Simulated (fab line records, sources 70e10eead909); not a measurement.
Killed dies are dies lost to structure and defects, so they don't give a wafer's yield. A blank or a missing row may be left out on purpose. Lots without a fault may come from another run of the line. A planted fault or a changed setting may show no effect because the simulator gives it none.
Chamber matching | flow nand_harc | NHARC_P_GATE_STRIP_108 on rie_diel-12: 4 sister chambers
The step strips in O2. 8 wafers are shown with their chamber, then 10 later ones without.

WAFERS WITH THEIR CHAMBER
wafer  | chamber | showerhead_plenum_p_Torr (Torr) | drypump_motor_current_A (A)
L426.2 | 2       | 3.43                            | 5.86
L430.4 | 0       | 3.71                            | 5.54
L436.2 | 2       | 3.42                            | 5.87
L436.5 | 0       | 3.71                            | 5.53
L435.4 | 1       | 3.52                            | 5.81
L435.6 | 3       | 3.42                            | 5.44
L439.3 | 1       | 3.52                            | 5.79
L439.4 | 3       | 3.42                            | 5.42

WAFERS WITHOUT THEIR CHAMBER
wafer  | showerhead_plenum_p_Torr (Torr) | drypump_motor_current_A (A)
L439.6 | 3.42                            | 5.88
L443.1 | 3.42                            | 5.44
L443.2 | 3.70                            | 5.55
L443.6 | 3.42                            | 5.45
L442.1 | 3.70                            | 5.55
L442.3 | 3.42                            | 5.45
L442.6 | 3.42                            | 5.47
L446.2 | 3.42                            | 5.44
L446.3 | 3.51                            | 5.79
L446.4 | 3.42                            | 5.88

WHICH CHAMBER EACH WENT THROUGH
wafer  | from the rows above | in truth
L439.6 | 2                   | 2
L443.1 | 3                   | 3
L443.2 | 0                   | 0
L443.6 | 3                   | 3
L442.1 | 0                   | 0
L442.3 | 3                   | 3
L442.6 | 3                   | 3
L446.2 | 3                   | 3
L446.3 | 1                   | 1
L446.4 | 2                   | 2
Placed correctly: 10 of 10. Can't be placed from these rows: 0. Placed wrongly: 0.
How it was worked out, from the rows above alone: a wafer's distance from a chamber is the root of the sum, over the readings, of the square of ((its reading less the chamber's mean) divided by the reading's scatter). The wafer belongs to the nearest chamber; if the next one is less than 2 further off, it can't be placed. A chamber's mean is the mean of its shown wafers. The scatter: the root of (the sum of the squares of (reading less its chamber's mean) over the shown wafers, divided by (wafers less chambers)).
